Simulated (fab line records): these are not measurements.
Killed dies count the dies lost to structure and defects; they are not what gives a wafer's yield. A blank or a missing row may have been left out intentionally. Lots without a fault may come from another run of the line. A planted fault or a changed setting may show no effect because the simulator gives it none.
Matching of chambers ; flow n5-finfet ; N5_BEOL_M7_STRIP_36 on rie-diel-03: 4 sister chambers
The step strips in N2/H2. 16 wafers are shown with their chamber, then 8 later ones without.

## EACH WAFER AND ITS CHAMBER
wafer;chamber;throttle-valve-pct (%);showerhead-plenum-p-Torr (Torr);drypump-motor-current-A (A)
L075.2;0;24.07;2.43;5.5
L075.5;2;24.15;2.50;5.7
L075.6;1;23.52;2.59;5.2
L079.2;1;23.54;2.59;5.3
L079.3;2;24.14;2.50;5.7
L079.4;3;23.33;2.61;5.7
L081.3;2;24.15;2.50;5.7
L081.5;2;24.15;2.50;5.7
L081.6;3;23.34;2.61;5.7
L082.1;3;23.35;2.61;5.7
L082.3;0;24.08;2.42;5.5
L082.5;3;23.34;2.60;5.7
L084.2;0;24.07;2.42;5.5
L084.5;3;23.34;2.60;5.7
L084.6;1;23.55;2.59;5.2
L087.1;0;24.09;2.41;5.4

SIGNATURES (averages over the wafers above)
reading;chamber 0;chamber 1;chamber 2;chamber 3;scatter within a chamber
throttle-valve-pct;24.0775;23.5367;24.1475;23.3400;0.0092
showerhead-plenum-p-Torr;2.4200;2.5900;2.5000;2.6060;0.00516
drypump-motor-current-A;5.475;5.233;5.700;5.700;0.0344
Rule: a wafer lies at a distance from a chamber equal to the root of the sum of squares, over the readings, of (its reading less the chamber's mean, divided by the reading's scatter). The wafer belongs to the nearest chamber; if the next one is less than 2 further off, it can't be placed. How the scatter is found: for the shown wafers, subtract from each reading the mean of its chamber, square and add these, divide the total by (wafers less chambers), then take the root.

## WAFERS WHOSE CHAMBER IS MISSING
wafer;throttle-valve-pct (%);showerhead-plenum-p-Torr (Torr);drypump-motor-current-A (A)
L087.2;23.39;2.59;5.7
L087.5;24.10;2.41;5.5
L093.3;23.39;2.59;5.7
L093.4;23.38;2.59;5.7
L093.6;23.74;2.49;5.7
L095.3;23.77;2.48;5.7
L095.5;23.73;2.48;5.6
L095.6;23.40;2.59;5.7

## EACH ONE'S CHAMBER
wafer;from the rows above;in truth
L087.2;3;3
L087.5;0;0
L093.3;3;3
L093.4;3;3
L093.6;1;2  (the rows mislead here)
L095.3;can't be placed: 1 or 0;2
L095.5;1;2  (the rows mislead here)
L095.6;3;3
5 of 8 placed correctly. From these rows, 1 cannot be placed; in 0 the true chamber is one of the candidates. 2 placed wrongly.
